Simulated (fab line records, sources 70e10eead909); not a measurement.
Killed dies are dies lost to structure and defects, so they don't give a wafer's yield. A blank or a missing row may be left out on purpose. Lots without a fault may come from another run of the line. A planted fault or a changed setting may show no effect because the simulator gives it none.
A struck lot beside a sound one | flow nand_harc | 14 steps out of a route of 1159
Sound: wafers L537.3, L537.5, L537.6. Struck: wafers L528.1, L528.2, L528.3. The cause comes at the end.
At each step with rows: each side's tool, then ch and its chambers, then its first start. Under that, the readings that differ: sound wafers | struck wafers | difference of the means | sigmas: that difference in standard deviations of wafers without a fault.
alike: readings whose means differ by less than 2 such deviations, and words and numbers that are the same on both sides. not compared: withheld readings, readings that some wafer has no value for, bounds like >300 that may hide the same value, and numbers for which the record gives no deviation and whose values overlap.
The two part at a step that has a row with sigmas, a row that says differs or no value, or rows on one side only. Numbers that don't overlap but have no deviation are shown without sigmas and don't part them. A reading that every wafer of one side lacks parts them only if that side has two wafers or more.

NHARC_P_GATE_ALD_36: deposits SiNx, target thk 20 nm, pulse time 60 s, ald cycles 223.
  sound on ald_sin-04 ch 0,1,2, day 8 16:03; struck on ald_sin-03 ch 1,2,3, day 7 17:59
  alike: heater_power_w, precursor_pulse_height_rel
  not compared: since_wet_clean_h
NHARC_P_GATE_ETCHBACK_37: etches the open film in CHF3/O2, target depth 34.5 nm, time 17.2 s.
  sound on rie_diel-05 ch 0,3; struck on rie_diel-04 ch 0,1,2
  alike: drypump_motor_current_A, oes_product_au, rf_vpp_V, showerhead_plenum_p_Torr, throttle_valve_pct
  not compared: rf_hours_counter_h
NHARC_P_GATE_STRIP_101: strips in O2, time 20 s.
  sound on rie_diel-05 ch 1,2,3, day 8 22:26; struck on rie_diel-04 ch 1,2,3, day 8 05:33
  alike: drypump_motor_current_A, oes_product_au, rf_vpp_V, showerhead_plenum_p_Torr, throttle_valve_pct
  not compared: rf_hours_counter_h
then, 9 steps without rows for these wafers: NHARC_P_GATE_PRECLEAN_97 (cleans in SPM, time 600 s); NHARC_P_GATE_SRD_98; NHARC_P_GATE_PRECLEAN_99 (cleans in SC1); NHARC_P_GATE_SRD_100; NHARC_P_GATE_DEHYDRATE_38 (time 120 s); NHARC_P_GATE_HMDS_39 (time 30 s); NHARC_P_GATE_COAT_40; NHARC_P_GATE_SOFTBAKE_41 (time 95 s); NHARC_P_GATE_EBR_42.
NHARC_P_GATE_EXPOSE_43: exposes mask P NSD, target cd 720 nm.
  sound on krf_scanner-01 ch 0, day 8 23:14; struck on krf_scanner-04, day 8 06:19
  no value came back on the struck wafers for exposure_dose_mJ_cm2, focus_offset_nm (nm); on the sound wafers exposure_dose_mJ_cm2 reads 14.776 14.792 14.811
  alike: mask
then, 1 step without rows for these wafers: NHARC_P_GATE_PEB_44 (peb time 85 s).

WHERE THEY PART
Only at NHARC_P_GATE_EXPOSE_43, within this record.

WHY: what the simulator had put in
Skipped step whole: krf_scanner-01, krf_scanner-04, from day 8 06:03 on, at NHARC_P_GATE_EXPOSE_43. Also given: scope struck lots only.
